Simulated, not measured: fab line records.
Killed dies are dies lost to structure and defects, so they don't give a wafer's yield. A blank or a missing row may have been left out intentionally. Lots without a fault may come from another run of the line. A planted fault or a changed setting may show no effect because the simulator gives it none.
fab line records    flow n5-finfet
record: lots: 5  wafers: 14  last-day: 16
route steps=1938 shown BEOL_M8@1379 PASSIVATION@1936
lots with no fault: from the same line, run without faults
start-h: the number of hours between the record's first day and the start of the first shown wafer of the lot    wait-h: hours from the lot's prior step to this one    " the same as in the row above    L1.1+2: a row that stands for several wafers    - either no value or no given start    * or withheld: withheld    < > ~ a bound
route shown NAME@n: NAME is a module with steps in the file, n the number in the route of the first one    usual: the fault-free wafers' mean and standard deviation    same: alike in all rows    chamber/n: place in a boat    sites: each site's reading    _std_site: the standard deviation of these    _edge_site: mean of outer sites minus mean of inner sites    radius-mm: for every site, how far away it sits from the centre of the wafer    mask NAME#n: copy n    behind: tool/chamber where the wafer was last shaped    hold: why the lot went on hold/how many hours it stayed there/how the hold came to an end    device: transistor that didn't switch, given as n, p or np    end of line: the route-end tests of the same wafers    step lacking rows: just its recipe    killed: dies that structure and defects cost at the first sort, which is not the same as the wafer's yield    map: shows each die of a wafer: x if killed, . if not, _ if none is there
set.NAME: the setting that was run; set.NAME@STEP: the one run at that earlier step    model.NAME: the simulator's own value behind a step, which no gauge read
lots seen at some steps along the route; tables by step, rows by wafer
services: when a tool's chamber went out of use (start-h, in hours from the record's first day, below 0 if earlier), for how many hours, and the reason
== steps ==
step: N5_BEOL_M8_STRIP_80
recipe: chemistry: N2/H2  time-s: 10  power-w: 450  temp-c: 40  pressure-mtorr: 20  rf-frequency-hz: 6e+07  bias-power-w: 7  n2-flow-sccm: 200  h2-flow-sccm: 200
usual: drypump-motor-current-A: 5.6/0.46  oes-product-au: 0.81/0.07  rf-vpp-V: 59.1/0.82  showerhead-plenum-p-Torr: 2.55/0.097  throttle-valve-pct: 23.62/0.22
lot.wafer  tool         chamber  start-h  wait-h  drypump-motor-current-A  oes-product-au  rf-hours-counter-h  rf-vpp-V  showerhead-plenum-p-Torr  throttle-valve-pct
L559.3     rie-diel-06  2        -        -       5.8                      0.69            226                 58.7      2.51                      23.76
L559.4     "            0        "        "       4.8                      0.82            -                   58.7      2.67                      23.58
L559.6     "            1        "        "       6.2                      0.84            -                   57.9      2.69                      23.86
L562.1     rie-diel-06  1        -        -       6.3                      0.84            63                  60.6      2.69                      23.89
L562.2     "            0        "        "       4.8                      0.82            83                  59.1      2.67                      23.59
L572.2     rie-diel-01  2        -        -       5.3                      0.74            163                 59.3      2.43                      23.78
L572.5     "            0        "        "       6.2                      0.93            -                   59.7      2.50                      23.77
L572.6     "            3        "        "       5.4                      0.75            -                   57.9      2.44                      23.47
L573.1     rie-diel-06  0        -        -       4.8                      0.78            109                 60.3      2.66                      23.62
L573.3     "            3        "        "       5.7                      0.88            32                  59.2      2.58                      23.62
L573.4     "            0        "        "       4.8                      0.79            -                   58.5      2.66                      23.62
L576.2     rie-diel-05  1        -        -       6.1                      0.84            68                  60.3      2.56                      23.43
L576.3     "            2        "        "       5.6                      0.81            118                 58.5      2.44                      23.84
L576.4     "            0        "        "       5.5                      0.81            87                  60.1      2.45                      23.46
step: N5_BEOL_M8_OCD_MEAS_38
usual: trench-depth-nm: 93.7/1.2
lot.wafer  tool    chamber  start-h  wait-h  trench-depth-nm
L559.3     ocd-02  -        219.65   -       91.9
L559.4     "       -        "        "       93.4
L559.6     "       -        "        "       92.8
L562.1     ocd-02  -        239.34   -       93.4
L562.2     "       -        "        "       93.6
L572.2     ocd-02  -        298.97   -       91.7
L572.5     "       -        "        "       94.9
L572.6     "       -        "        "       92.3
L573.1     ocd-01  -        314.13   -       92.4
L573.3     "       -        "        "       93.3
L573.4     "       -        "        "       92.8
L576.2     ocd-02  -        317.07   -       95.1
L576.3     "       -        "        "       95.7
L576.4     "       -        "        "       93.2
step: N5_BEOL_M8_HM_STRIP_39
recipe: chemistry: peroxide-tin-strip  material: TiN  target-depth-a: 250  temp-c: 50  time-s: 158
step: N5_BEOL_M8_SRD_40
recipe: time-s: 30  temp-c: 23  rinse-liquid: diw  dry: ipa-marangoni
step: N5_BEOL_M8_PRECLEAN_42
recipe: chemistry: residue-remover  time-s: 60  temp-c: 40
step: N5_BEOL_M8_SRD_43
recipe: time-s: 30  temp-c: 23  rinse-liquid: diw  dry: ipa-marangoni
step: N5_BEOL_M8_CD_MEAS_35
recipe: target-cd-nm: 40  polarity: opening
usual: cd-nm: 40.0/0.53
lot.wafer  tool       chamber  start-h  wait-h  cd-nm
L559.3     cd-sem-03  -        219.80   0.0     39.7
L559.4     "          -        "        "       39.9
L559.6     "          -        "        "       40.5
L562.1     cd-sem-02  -        239.49   0.0     39.2
L562.2     "          -        "        "       38.8
L572.2     cd-sem-01  -        299.13   0.0     40.8
L572.5     "          -        "        "       41.3
L572.6     "          -        "        "       40.7
L573.1     cd-sem-03  -        314.31   0.0     40.2
L573.3     "          -        "        "       40.0
L573.4     "          -        "        "       39.6
L576.2     cd-sem-03  -        317.23   0.0     39.4
L576.3     "          -        "        "       39.9
L576.4     "          -        "        "       39.4
step: N5_BEOL_M8_CURE_75
recipe: temp-c: 370  time-s: 120  ambient: DMADMS/He  material: SiCOH_lowk
usual: lamp-power-pct: 52.31/0.061  wafer_temp_C_max: 371.5/0.46
lot.wafer  tool        chamber  start-h  wait-h  lamp-power-pct  wafer_temp_C_max
L559.3     uv-cure-01  0        219.94   0.1     52.44           371.7
L559.4     "           0        "        "       52.35           371.1
L559.6     "           0        "        "       52.40           372.1
L562.1     uv-cure-03  2        239.65   0.2     52.34           371.4
L562.2     "           2        "        "       52.34           371.4
L572.2     uv-cure-01  2        299.22   0.1     52.30           371.3
L572.5     "           2        "        "       52.28           371.3
L572.6     "           2        "        "       52.37           370.8
L573.1     uv-cure-02  1        314.35   0.0     52.26           371.8
L573.3     "           1        "        "       52.27           371.2
L573.4     "           1        "        "       52.30           371.1
L576.2     uv-cure-01  0        317.79   0.6     52.31           371.4
L576.3     "           0        "        "       52.27           371.2
L576.4     "           0        "        "       52.44           371.4
step: N5_BEOL_M8_DEGAS_44
recipe: ambient: vacuum  temp-c: 250  time-s: 60
usual: heater-power-w: 349/33
lot.wafer  tool            chamber  start-h  wait-h  heater-power-w
L559.3     pvd-sputter-02  -        220.18   0.2     331
L559.4     "               -        "        "       354
L559.6     "               -        "        "       344
L562.1     pvd-sputter-02  -        240.09   0.4     375
L562.2     "               -        "        "       318
L572.2     pvd-sputter-02  -        299.51   0.2     345
L572.5     "               -        "        "       328
L572.6     "               -        "        "       332
L573.1     pvd-sputter-03  -        314.80   0.4     303
L573.3     "               -        "        "       345
L573.4     "               -        "        "       301
L576.2     pvd-sputter-02  -        318.35   0.5     429
L576.3     "               -        "        "       375
L576.4     "               -        "        "       342
step: N5_BEOL_M8_PRE_CLEAN_45
recipe: gas: H2/He  time-s: 30  temp-c: 250
step: N5_BEOL_M8_ALD_77
recipe: material: TaN  target-thk-a: 20  temp-c: 275  ald-precursor-family: PDMAT  ald-co-reactant: NH3  pressure-torr: 3  carrier-flow-sccm: 1500  pulse-time-s: 2  purge-time-s: 3  co-reactant-purge-time-s: 2  co-reactant-pulse-time-s: 3  ald-cycles: 40  precursor-vessel-temp-c: 75  precursor-vessel-pressure-torr: 26.25  precursor-vessel-carrier-sccm: 1000
usual: heater-power-w: 402/40  precursor-vessel-temp-c: 74.99/0.13
same: co-reactant-purge-time-s: 2
lot.wafer  tool          chamber  start-h  wait-h  heater-power-w  precursor-vessel-temp-c
L559.3     ald-metal-04  1        220.28   0.0     424             75.01
L559.4     "             3        "        "       440             74.98
L559.6     "             2        "        "       446             75.07
L562.1     ald-metal-02  0        240.19   0.0     351             75.06
L562.2     "             1        "        "       440             75.05
L572.2     ald-metal-02  3        299.62   0.0     362             74.78
L572.5     "             1        "        "       447             74.97
L572.6     "             0        "        "       353             74.97
L573.1     ald-metal-04  0        314.90   0.0     418             75.08
L573.3     "             2        "        "       433             75.09
L573.4     "             1        "        "       406             74.92
L576.2     ald-metal-02  2        318.68   0.3     432             74.91
L576.3     "             0        "        "       349             75.12
L576.4     "             3        "        "       349             75.23
step: N5_BEOL_M8_SURFACE_TREAT_79
recipe: gas: Ar  time-s: *  ion-energy-ev: *  ion-current-ma-cm2: 0.5  pressure-mtorr: *  ar-flow-sccm: 30
step: N5_BEOL_M8_CVD_78
recipe: material: Co  target-thk-a: 20  temp-c: withheld  precursor: CCTBA/H2  pressure-torr: 30  time-s: 142.3
usual: run-length-s: 165.6/0.43
lot.wafer  tool       chamber  start-h  wait-h  run-length-s
L559.3     cvd-co-01  2        220.64   0.1     165.4
L559.4     "          2        "        "       165.3
L559.6     "          0        "        "       166.0
L562.1     cvd-co-01  0        240.55   0.0     166.1
L562.2     "          2        "        "       162.9
L572.2     cvd-co-02  2        300.02   0.1     165.7
L572.5     "          0        "        "       165.6
L572.6     "          2        "        "       165.4
L573.1     cvd-co-01  0        315.37   0.2     165.8
L573.3     "          1        "        "       166.0
L573.4     "          0        "        "       165.8
L576.2     cvd-co-01  2        320.86   0.3     164.9
L576.3     "          0        "        "       165.9
L576.4     "          2        "        "       166.0
step: N5_BEOL_M8_SPUTTER_48
recipe: material: Cu  target-thk-a: 100  temp-c: -20  bias-v: 60  power-w: 26000  chamber-pressure-pa: 0.13  time-s: 1.667
usual: cathode-dc-power-W: 26000/5.1  throttle-valve-pct: 29.9/0.75
lot.wafer  tool            chamber  start-h  wait-h  cathode-dc-power-W  throttle-valve-pct
L559.3     pvd-sputter-01  -        220.76   0.1     26005               30.5
L559.4     "               -        "        "       26000               29.6
L559.6     "               -        "        "       25997               30.4
L562.1     pvd-sputter-03  -        240.73   0.1     25997               30.4
L562.2     "               -        "        "       26002               29.4
L572.2     pvd-sputter-01  -        300.46   0.4     25997               30.3
L572.5     "               -        "        "       26000               30.0
L572.6     "               -        "        "       25991               30.3
L573.1     pvd-sputter-03  -        315.48   0.1     25995               29.6
L573.3     "               -        "        "       26002               30.5
L573.4     "               -        "        "       25998               29.7
L576.2     pvd-sputter-01  -        321.57   0.7     26008               30.3
L576.3     "               -        "        "       26000               29.5
L576.4     "               -        "        "       26009               30.3
step: N5_PASSIVATION_PROBE_49
usual: defect-limited-yield: 91.5/1.3  killed_at_M0_to_M3: 33/11  killed_at_M4_up: 14/5.3  killed-at-contacts: 11/6.3  killed-at-front-end: 38/10  killed-at-other: 3.7/2.8  killed-dies: 101/16  killed-on-rim: 13/3.4  killed-open: 67/12  killed-short: 32/7.4  sort_bin_5_function: 5.0/0.86  sort_bin_6_memory: 3.2/0.69  sort-n-pass: 1079/16  sort-yield-pct: 91.5/1.3
same: gross-dies: 1180  killed-at-back-side: 0  sort_bin_4_leakage[%]: 0  sort_bin_8_speed[%]: 0
lot.wafer  tool       chamber  start-h  wait-h  defect-limited-yield[%]  killed_at_M0_to_M3  killed_at_M4_up  killed-at-contacts  killed-at-front-end  killed-at-other  killed-dies  killed-on-rim  killed-open  killed-short  sort_bin_5_function[%]  sort_bin_6_memory[%]  sort-n-pass  sort-yield-pct[%]
L572.2     prober-02  -        362.82   0.1     90.5                     60                  9                7                   31                   5                112          12             74           37            5.9                     3.4                   1068         90.5
L572.5     prober-02  -        362.97   0.2     90.3                     38                  10               10                  53                   4                115          12             79           33            5.4                     3.9                   1065         90.3
L572.6     prober-02  -        363.02   0.3     94.2                     25                  3                2                   36                   3                69           6              39           28            3.6                     2.0                   1111         94.2
killed by level:class
L572.2 BEOL_M0_SAQP:geometric-particle:open=18 STI_FIN_REVEAL:geometric-particle:open=16 BEOL_M0_SAQP:geometric-particle:short=16 BEOL_M3:geometric-particle:open=10 MOL_CONTACT_COAG:geometric-particle:open=7 ILD0:geometric-particle:short=5 BEOL_M2:geometric-particle:open=5 FIN_SAQP:geometric-particle:open=3
L572.5 STI_FIN_REVEAL:geometric-particle:open=20 BEOL_M0_SAQP:geometric-particle:short=12 BEOL_M3:geometric-particle:open=11 MOL_CONTACT_COAG:geometric-particle:open=10 FIN_SAQP:geometric-particle:short=9 FIN_SAQP:geometric-particle:open=6 BEOL_M0_SAQP:geometric-particle:open=6 BEOL_M1:geometric-particle:open=5
L572.6 STI_FIN_REVEAL:geometric-particle:open=9 FIN_SAQP:geometric-particle:short=6 BEOL_M3:geometric-particle:open=6 STI_FIN_REVEAL:geometric-particle:short=5 GATE_CUT:geometric-particle:open=4 GATE_CUT:geometric-particle:short=4 BEOL_M1:geometric-particle:open=4 BEOL_M0_SAQP:geometric-particle:short=4
== services ==
tool            chamber  start-h  hours  kind
cvd-co-01       1        205.77   4.3    repair
uv-cure-01      -        208.05   2.8    pm
cvd-co-01       0        208.60   9.6    repair
ald-metal-02    -        211.10   0.3    repair
rie-diel-06     3        217.63   -      clean
rie-diel-06     3        217.63   -      consumable-replace:focus-ring
rie-diel-06     3        217.63   24.0   scheduled-down
rie-diel-06     3        217.63   24.0   vent-cycle
ald-metal-02    3        220.56   8.6    repair
cvd-co-02       -        227.63   6.0    pm
cvd-co-02       -        243.17   20.8   repair
rie-diel-06     0        248.46   12.2   repair
rie-diel-06     2        253.30   11.7   repair
ald-metal-04    -        275.00   4.3    pm
ald-metal-02    3        279.23   4.1    repair
pvd-sputter-03  -        285.89   3.8    repair
uv-cure-02      -        288.75   0.7    repair
ald-metal-02    1        295.78   3.4    repair
rie-diel-06     2        297.24   -      clean
rie-diel-06     2        297.24   -      consumable-replace:focus-ring
rie-diel-06     2        297.24   22.7   scheduled-down
rie-diel-06     2        297.24   22.7   vent-cycle
cvd-co-02       -        313.75   2.8    pm
uv-cure-03      -        316.20   3.4    repair
== key ==
first-sign: step: N5_BEOL_M8_CVD_78  reading: run-length-s  direction: down  sigmas: 6.1  usual: *  struck: *
effect none on later readings
met-at N5_BEOL_M8_CVD_78
struck-wafers L562.2
onset-between 220.64 240.55
fault: kind: process-parameter-drift  tool: cvd-co-01  chamber: -  onset-h: 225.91  steps: N5_BEOL_M8_CVD_78  channel: time-s  offset: *  shape: step  end-h: 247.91  scope: struck-wafers-only  acts-in: *  stated: *
